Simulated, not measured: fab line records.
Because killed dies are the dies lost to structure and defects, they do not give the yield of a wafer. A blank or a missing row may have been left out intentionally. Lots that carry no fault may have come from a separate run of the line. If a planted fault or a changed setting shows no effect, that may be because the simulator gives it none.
Which tool was responsible? | flow n5Finfet | Sampling: 22 lots, 66 wafers, 5 of 1938 route steps

WHAT THE GAUGES READ, wafer by wafer
N5_FIN_SAQP_OCD_MEAS_76.
lot  | measured    | on     | trenchDepthNm (nm)
L074 | day 2 01:13 | ocd-02 | 123.2 121.4 116.7
L075 | day 2 09:01 | ocd-02 | 122.3 117.7 122.7
L076 | day 2 14:52 | ocd-01 | 120.3 118.8 122.9
L077 | day 2 20:02 | ocd-01 | 121.9 124.4 117.1
L078 | day 3 02:06 | ocd-01 | 121.9 120.1 120.2
L079 | day 3 08:23 | ocd-01 | 119.8 119.0 116.0
L080 | day 3 16:36 | ocd-01 | 116.3 120.3 116.6
L081 | day 3 21:52 | ocd-01 | 121.1 119.9 123.5
L082 | day 4 01:51 | ocd-01 | 119.4 118.7 118.7
L083 | day 4 07:50 | ocd-01 | 118.3 115.0 120.1
L084 | day 4 14:31 | ocd-01 | 115.9 116.3 117.5
L085 | day 4 22:38 | ocd-02 | 120.2 124.5 119.2
L086 | day 5 04:37 | ocd-02 | 118.0 118.7 119.3
L087 | day 5 07:13 | ocd-01 | 121.0 118.6 119.0
L088 | day 5 13:34 | ocd-01 | 119.9 118.7 119.6
L089 | day 5 20:28 | ocd-01 | 117.6 117.5 117.9
L090 | day 6 02:01 | ocd-01 | 116.9 117.3 120.4
L092 | day 6 14:47 | ocd-02 | 120.3 119.9 124.2
L094 | day 7 02:47 | ocd-02 | 118.7 116.9 117.0
L095 | day 7 08:32 | ocd-02 | 122.6 116.0 123.0
L096 | day 7 14:35 | ocd-02 | 120.4 116.7 121.1
L097 | day 7 20:37 | ocd-02 | 117.5 118.2 119.4

WHAT TOOL EACH LOT RAN ON (gives the tool, then ch and the chambers of the sampled wafers, and finally the start)
lot  | N5_FIN_SAQP_ETCH_51              | N5_FIN_SAQP_ETCH_52              | N5_FIN_SAQP_RECESS_75            | N5_FIN_SAQP_HM_OPEN_33
L074 | rieDiel-01 ch 2,3, day 1 21:07   | rieDiel-01 ch 2,3, day 1 21:10   | vaporEtch-02 ch 0,1, day 1 21:47 | rieDiel-04 ch 1,2,3, day 2 00:42
L075 | rieDiel-01 ch 1,2,3, day 2 04:04 | rieDiel-01 ch 1,2,3, day 2 04:07 | vaporEtch-01 ch 0,1, day 2 04:45 | rieDiel-04 ch 1,2,3, day 2 08:30
L076 | rieDiel-04 ch 1,3, day 2 10:28   | rieDiel-04 ch 1,3, day 2 10:31   | vaporEtch-01 ch 1, day 2 11:08   | rieDiel-01 ch 2,3, day 2 14:22
L077 | rieDiel-03 ch 0,2,3, day 2 15:49 | rieDiel-03 ch 0,2,3, day 2 15:53 | vaporEtch-02 ch 0,1, day 2 16:29 | rieDiel-03 ch 0,1,3, day 2 19:32
L078 | rieDiel-04 ch 0,2,3, day 2 22:01 | rieDiel-04 ch 0,2,3, day 2 22:05 | vaporEtch-01 ch 0, day 2 22:41   | rieDiel-01 ch 2,3, day 3 01:36
L079 | rieDiel-01 ch 0,1,2, day 3 03:53 | rieDiel-01 ch 0,1,2, day 3 03:56 | vaporEtch-01 ch 0,1, day 3 04:40 | rieDiel-04 ch 0,1,3, day 3 07:53
L080 | rieDiel-01 ch 1,2, day 3 09:54   | rieDiel-01 ch 1,2, day 3 09:58   | vaporEtch-01 ch 0,1, day 3 10:34 | rieDiel-01 ch 2,3, day 3 16:06
L081 | rieDiel-01 ch 2,3, day 3 17:45   | rieDiel-01 ch 2,3, day 3 17:49   | vaporEtch-02 ch 0,1, day 3 18:32 | rieDiel-03 ch 1,2,3, day 3 21:22
L082 | rieDiel-01 ch 1,3, day 3 21:43   | rieDiel-01 ch 1,3, day 3 21:46   | vaporEtch-01 ch 0,1, day 3 22:30 | rieDiel-04 ch 0,3, day 4 01:20
L083 | rieDiel-04 ch 0,2,3, day 4 03:29 | rieDiel-04 ch 0,2,3, day 4 03:32 | vaporEtch-01 ch 0, day 4 04:10   | rieDiel-04 ch 0,2,3, day 4 07:20
L084 | rieDiel-01 ch 1,3, day 4 10:26   | rieDiel-01 ch 1,3, day 4 10:30   | vaporEtch-02 ch 1, day 4 11:07   | rieDiel-04 ch 0,3, day 4 14:00
L085 | rieDiel-04 ch 0,1,3, day 4 16:04 | rieDiel-04 ch 0,1,3, day 4 16:08 | vaporEtch-02 ch 0,1, day 4 16:45 | rieDiel-01 ch 0,1,2, day 4 22:08
L086 | rieDiel-01 ch 1,2,3, day 4 22:50 | rieDiel-01 ch 1,2,3, day 4 22:53 | vaporEtch-02 ch 0,1, day 4 23:30 | rieDiel-01 ch 1,2,3, day 5 04:07
L087 | rieDiel-01 ch 1,3, day 5 03:08   | rieDiel-01 ch 1,3, day 5 03:12   | vaporEtch-01 ch 0,1, day 5 03:49 | rieDiel-03 ch 0,2, day 5 06:42
L088 | rieDiel-03 ch 0,2, day 5 09:15   | rieDiel-03 ch 0,2, day 5 09:19   | vaporEtch-01 ch 0,1, day 5 09:55 | rieDiel-03 ch 0,1,2, day 5 13:03
L089 | rieDiel-03 ch 0,1,2, day 5 15:33 | rieDiel-03 ch 0,1,2, day 5 15:37 | vaporEtch-01 ch 0,1, day 5 16:13 | rieDiel-03 ch 0,1,3, day 5 19:58
L090 | rieDiel-04 ch 1,3, day 5 21:52   | rieDiel-04 ch 1,3, day 5 21:55   | vaporEtch-01 ch 0,1, day 5 22:39 | rieDiel-01 ch 1,2,3, day 6 01:31
L092 | rieDiel-01 ch 0,2,3, day 6 10:32 | rieDiel-01 ch 0,2,3, day 6 10:36 | vaporEtch-01 ch 0,1, day 6 11:13 | rieDiel-04 ch 1,3, day 6 14:13
L094 | rieDiel-04 ch 1,2,3, day 6 22:41 | rieDiel-04 ch 1,2,3, day 6 22:45 | vaporEtch-01 ch 0,1, day 6 23:22 | rieDiel-04 ch 1,2,3, day 7 02:17
L095 | rieDiel-03 ch 0,2, day 7 04:26   | rieDiel-03 ch 0,2, day 7 04:29   | vaporEtch-01 ch 0,1, day 7 05:06 | rieDiel-03 ch 0,1,2, day 7 08:02
L096 | rieDiel-03 ch 0,2, day 7 09:19   | rieDiel-03 ch 0,2, day 7 09:22   | vaporEtch-02 ch 0,1, day 7 09:59 | rieDiel-03 ch 0,2,3, day 7 14:05
L097 | rieDiel-01 ch 1,2, day 7 16:04   | rieDiel-01 ch 1,2, day 7 16:07   | vaporEtch-01 ch 0,1, day 7 17:08 | rieDiel-03 ch 0,1, day 7 20:07
- N5_FIN_SAQP_ETCH_51: etches SiARC in CF4, target depth 45.5 nm, time 75.8 s.
- N5_FIN_SAQP_ETCH_52: etches SOC in N2/H2, target depth 100 nm, overetch 20 nm, time 150 s.
- N5_FIN_SAQP_RECESS_75: chemistry HF/NH3, target SiO2, target depth 14.4 nm, afs cycles 3, sublimation time 60 s.
- N5_FIN_SAQP_HM_OPEN_33: chemistry CH3F/O2, target SiNx, target depth 49.4 nm, time 70.6 s.

AS READ BY THE TOOLS THEMSELVES (means over the sampled wafers that have a number; for cases with no such wafer, the mark the record gives instead)
N5_FIN_SAQP_ETCH_51.
lot  | tool       | drypumpMotorCurrentA (A) | etchRfOnTimeS (s) | oesProductAu (a.u.) | rfVppV (V) | showerheadPlenumPTorr (Torr) | throttleValvePct (%)
L074 | rieDiel-01 | 5.71                     | 80.7              | 0.64                | 184.3      | 2.15                         | 15.80
L075 | rieDiel-01 | 5.68                     | 78.2              | 0.69                | 183.9      | 2.19                         | 15.67
L076 | rieDiel-04 | 5.47                     | 78.3              | 0.63                | 183.8      | 2.18                         | 15.81
L077 | rieDiel-03 | 5.71                     | 75.7              | 0.67                | 184.6      | 2.14                         | 15.55
L078 | rieDiel-04 | 5.51                     | 76.9              | 0.62                | 185.3      | 2.18                         | 15.85
L079 | rieDiel-01 | 5.65                     | 77.0              | 0.73                | 184.5      | 2.17                         | 15.64
L080 | rieDiel-01 | 5.57                     | 76.9              | 0.74                | 185.1      | 2.23                         | 15.66
L081 | rieDiel-01 | 5.71                     | 80.7              | 0.63                | 184.3      | 2.14                         | 15.83
L082 | rieDiel-01 | 5.67                     | 77.6              | 0.70                | 185.3      | 2.22                         | 15.58
L083 | rieDiel-04 | 5.49                     | 76.2              | 0.61                | 184.3      | 2.18                         | 15.86
L084 | rieDiel-01 | 5.76                     | 79.3              | 0.64                | 184.7      | 2.17                         | 15.62
L085 | rieDiel-04 | 5.67                     | 75.7              | 0.62                | 184.0      | 2.14                         | 15.88
L086 | rieDiel-01 | 5.69                     | 78.7              | 0.66                | 184.3      | 2.18                         | 15.71
L087 | rieDiel-01 | 5.74                     | 78.9              | 0.64                | 184.7      | 2.17                         | 15.64
L088 | rieDiel-03 | 5.85                     | 76.2              | 0.64                | 184.1      | 2.19                         | 15.61
L089 | rieDiel-03 | 5.74                     | 74.9              | 0.66                | 183.6      | 2.14                         | 15.63
L090 | rieDiel-04 | 5.46                     | 77.0              | 0.63                | 185.2      | 2.17                         | 15.84
L092 | rieDiel-01 | 5.74                     | 78.0              | 0.65                | 183.5      | 2.12                         | 15.71
L094 | rieDiel-04 | 5.52                     | 76.5              | 0.61                | 184.4      | 2.16                         | 15.80
L095 | rieDiel-03 | 5.82                     | 77.0              | 0.62                | 184.6      | 2.19                         | 15.64
L096 | rieDiel-03 | 5.68                     | 75.5              | 0.62                | 183.8      | 2.15                         | 15.62
L097 | rieDiel-01 | 5.57                     | 77.3              | 0.69                | 185.0      | 2.21                         | 15.72

N5_FIN_SAQP_ETCH_52.
lot  | tool       | drypumpMotorCurrentA (A) | oesProductAu (a.u.) | rfVppV (V) | showerheadPlenumPTorr (Torr) | throttleValvePct (%)
L074 | rieDiel-01 | 5.73                     | 0.70                | 523.6      | 2.56                         | 18.10
L075 | rieDiel-01 | 5.69                     | 0.73                | 524.6      | 2.60                         | 17.94
L076 | rieDiel-04 | 5.46                     | 0.67                | 526.7      | 2.61                         | 18.15
L077 | rieDiel-03 | 5.71                     | 0.70                | 524.1      | 2.53                         | 17.65
L078 | rieDiel-04 | 5.50                     | 0.65                | 526.3      | 2.60                         | 18.09
L079 | rieDiel-01 | 5.65                     | 0.77                | 524.6      | 2.58                         | 17.92
L080 | rieDiel-01 | 5.58                     | 0.77                | 528.2      | 2.66                         | 17.96
L081 | rieDiel-01 | 5.72                     | 0.68                | 523.5      | 2.55                         | 18.11
L082 | rieDiel-01 | 5.65                     | 0.75                | 526.9      | 2.64                         | 17.82
L083 | rieDiel-04 | 5.50                     | 0.65                | 524.8      | 2.60                         | 18.09
L084 | rieDiel-01 | 5.77                     | 0.69                | 525.1      | 2.58                         | 17.83
L085 | rieDiel-04 | 5.68                     | 0.65                | 524.8      | 2.55                         | 18.14
L086 | rieDiel-01 | 5.68                     | 0.71                | 525.3      | 2.59                         | 17.99
L087 | rieDiel-01 | 5.74                     | 0.68                | 524.8      | 2.58                         | 17.84
L088 | rieDiel-03 | 5.83                     | 0.68                | 526.3      | 2.60                         | 17.77
L089 | rieDiel-03 | 5.76                     | 0.69                | 524.0      | 2.54                         | 17.80
L090 | rieDiel-04 | 5.47                     | 0.67                | 525.3      | 2.61                         | 18.19
L092 | rieDiel-01 | 5.75                     | 0.69                | 521.9      | 2.51                         | 17.97
L094 | rieDiel-04 | 5.51                     | 0.64                | 526.0      | 2.60                         | 18.14
L095 | rieDiel-03 | 5.82                     | 0.66                | 525.0      | 2.59                         | 17.79
L096 | rieDiel-03 | 5.69                     | 0.65                | 524.7      | 2.55                         | 17.76
L097 | rieDiel-01 | 5.57                     | 0.74                | 526.4      | 2.64                         | 18.02

N5_FIN_SAQP_RECESS_75.
lot  | tool         | drypumpMotorCurrentA (A)
L074 | vaporEtch-02 | 5.7
L075 | vaporEtch-01 | 5.4
L076 | vaporEtch-01 | 6.5
L077 | vaporEtch-02 | 5.7
L078 | vaporEtch-01 | 4.9
L079 | vaporEtch-01 | 5.4
L080 | vaporEtch-01 | 5.9
L081 | vaporEtch-02 | 5.7
L082 | vaporEtch-01 | 5.9
L083 | vaporEtch-01 | 4.9
L084 | vaporEtch-02 | 5.0
L085 | vaporEtch-02 | 5.7
L086 | vaporEtch-02 | 5.3
L087 | vaporEtch-01 | 5.4
L088 | vaporEtch-01 | 5.4
L089 | vaporEtch-01 | 5.4
L090 | vaporEtch-01 | 5.3
L092 | vaporEtch-01 | 5.9
L094 | vaporEtch-01 | 5.4
L095 | vaporEtch-01 | 5.4
L096 | vaporEtch-02 | 5.7
L097 | vaporEtch-01 | 5.4

N5_FIN_SAQP_HM_OPEN_33.
lot  | tool       | drypumpMotorCurrentA (A) | etchRfOnTimeS (s) | oesProductAu (a.u.) | rfVppV (V) | showerheadPlenumPTorr (Torr) | throttleValvePct (%)
L074 | rieDiel-04 | 5.52                     | 69.7              | 0.62                | 303        | 2.03                         | 16.43
L075 | rieDiel-04 | 5.51                     | 69.9              | 0.63                | 304        | 2.03                         | 16.44
L076 | rieDiel-01 | 5.72                     | 71.8              | 0.65                | 309        | 2.00                         | 16.52
L077 | rieDiel-03 | 5.64                     | 68.1              | 0.69                | 287        | 1.96                         | 16.34
L078 | rieDiel-01 | 5.78                     | 71.6              | 0.62                | 309        | 1.99                         | 16.38
L079 | rieDiel-04 | 5.64                     | 71.1              | 0.62                | 302        | 2.00                         | 16.58
L080 | rieDiel-01 | 5.70                     | 72.4              | 0.64                | 308        | 2.00                         | 16.54
L081 | rieDiel-03 | 5.80                     | 69.8              | 0.69                | 290        | 1.99                         | 16.35
L082 | rieDiel-04 | 5.43                     | 70.7              | 0.64                | 304        | 2.04                         | 16.60
L083 | rieDiel-04 | 5.51                     | 67.2              | 0.62                | 302        | 2.03                         | 16.55
L084 | rieDiel-04 | 5.67                     | 68.9              | 0.62                | 302        | 2.00                         | 16.67
L085 | rieDiel-01 | 5.65                     | 67.8              | 0.72                | 302        | 2.03                         | 16.41
L086 | rieDiel-01 | 5.68                     | 70.9              | 0.67                | 312        | 2.03                         | 16.42
L087 | rieDiel-03 | 5.82                     | 72.1              | 0.63                | 294        | 2.05                         | 16.37
L088 | rieDiel-03 | 5.75                     | 68.8              | 0.65                | 289        | 2.01                         | 16.40
L089 | rieDiel-03 | 5.64                     | 68.8              | 0.67                | 286        | 1.96                         | 16.37
L090 | rieDiel-01 | 5.68                     | 70.8              | 0.66                | 311        | 2.03                         | 16.42
L092 | rieDiel-04 | 5.46                     | 70.2              | 0.63                | 304        | 2.02                         | 16.53
L094 | rieDiel-04 | 5.50                     | 70.4              | 0.61                | 303        | 2.02                         | 16.49
L095 | rieDiel-03 | 5.76                     | 70.1              | 0.64                | 290        | 2.00                         | 16.42
L096 | rieDiel-03 | 5.72                     | 70.2              | 0.64                | 291        | 2.00                         | 16.37
L097 | rieDiel-03 | 5.60                     | 71.2              | 0.63                | 285        | 1.97                         | 16.43

THE ANSWER, worked out from the rows above alone
Rule: what is usual is taken from the lots themselves. Put in order of their means at a reading, lots are off if they are a third of the lots or fewer, leave a main group of 4 or more, and stand apart from it by a gap of 3 or more times the standard deviation of the main group's means; of several such gaps the widest counts. A main group whose means are all the same, to the digits that the tables above print for the reading, isn't used. Also off: a lot with no number at a reading for which 4 or more lots have one. Any other lot the step has rows for is counted as sound. The gauges are gone through in route order, then the tools' own readings, and for those a lot's mean is taken as printed above. At the first step where some lot is off, the reading lying furthest off is the one used; lots without a number count as furthest.
No lot is off at any reading shown: from this, nothing can be told.

WHAT THE SIMULATOR HAD PUT IN
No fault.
